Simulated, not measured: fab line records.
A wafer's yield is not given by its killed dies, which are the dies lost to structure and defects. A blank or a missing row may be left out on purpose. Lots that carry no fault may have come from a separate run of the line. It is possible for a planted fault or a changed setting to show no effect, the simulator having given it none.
Chamber matching / flow nandHarc / 4 sister chambers for NHARC_P_BONDPAD_STRIP_15 on rieDiel-11
The step strips in O2. 8 wafers are shown with their chamber, then 11 later ones without.

== WAFERS WITH THEIR CHAMBER ==
wafer=L084.6; chamber=3; rfVppV (V)=58.5; oesProductAu (a.u.)=1.001
wafer=L085.2; chamber=2; rfVppV (V)=58.6; oesProductAu (a.u.)=1.006
wafer=L085.5; chamber=0; rfVppV (V)=58.2; oesProductAu (a.u.)=1.011
wafer=L085.6; chamber=3; rfVppV (V)=57.1; oesProductAu (a.u.)=1.018
wafer=L086.1; chamber=2; rfVppV (V)=58.4; oesProductAu (a.u.)=1.008
wafer=L086.2; chamber=0; rfVppV (V)=57.5; oesProductAu (a.u.)=1.015
wafer=L086.4; chamber=1; rfVppV (V)=58.1; oesProductAu (a.u.)=1.001
wafer=L088.3; chamber=1; rfVppV (V)=58.4; oesProductAu (a.u.)=1.026

== WAFERS WHOSE CHAMBER IS MISSING ==
wafer=L088.4; rfVppV (V)=59.4; oesProductAu (a.u.)=1.010
wafer=L088.5; rfVppV (V)=58.3; oesProductAu (a.u.)=1.011
wafer=L090.3; rfVppV (V)=58.1; oesProductAu (a.u.)=1.012
wafer=L090.4; rfVppV (V)=58.2; oesProductAu (a.u.)=0.986
wafer=L090.6; rfVppV (V)=58.8; oesProductAu (a.u.)=0.993
wafer=L091.1; rfVppV (V)=57.9; oesProductAu (a.u.)=1.006
wafer=L091.2; rfVppV (V)=57.1; oesProductAu (a.u.)=1.021
wafer=L091.4; rfVppV (V)=56.3; oesProductAu (a.u.)=1.000
wafer=L094.1; rfVppV (V)=59.0; oesProductAu (a.u.)=0.997
wafer=L094.2; rfVppV (V)=57.8; oesProductAu (a.u.)=1.015
wafer=L094.3; rfVppV (V)=57.4; oesProductAu (a.u.)=1.008

== WHICH CHAMBER EACH ONE RAN IN ==
wafer=L088.4; from the rows above=can't be placed: 2 or 1 or 0 or 3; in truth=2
wafer=L088.5; from the rows above=can't be placed: 1 or 2 or 0 or 3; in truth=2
wafer=L090.3; from the rows above=can't be placed: 1 or 0 or 3 or 2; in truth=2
wafer=L090.4; from the rows above=can't be placed: 2 or 3 or 1 or 0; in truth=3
wafer=L090.6; from the rows above=can't be placed: 2 or 1 or 3 or 0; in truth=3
wafer=L091.1; from the rows above=can't be placed: 3 or 0 or 1 or 2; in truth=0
wafer=L091.2; from the rows above=can't be placed: 0 or 3 or 1 or 2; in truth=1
wafer=L091.4; from the rows above=can't be placed: 3 or 0 or 1 or 2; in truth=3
wafer=L094.1; from the rows above=can't be placed: 2 or 1 or 3 or 0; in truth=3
wafer=L094.2; from the rows above=can't be placed: 0 or 3 or 1 or 2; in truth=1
wafer=L094.3; from the rows above=can't be placed: 3 or 0 or 1 or 2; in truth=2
Correctly placed: 0 of 11. Unplaceable from these rows: 11, with the true chamber sitting among the candidates in 11. Number placed wrongly: 0.
How it was worked out, from the rows above alone: a wafer's distance from a chamber is the root of the sum, over the readings, of the square of ((its reading less the chamber's mean) divided by the reading's scatter). The wafer belongs to the nearest chamber; if the next one is less than 2 further off, it can't be placed. A chamber's mean is the mean of its shown wafers. How the scatter is found: for the shown wafers, subtract from each reading the mean of its chamber, square and add these, divide the total by (wafers less chambers), then take the root.
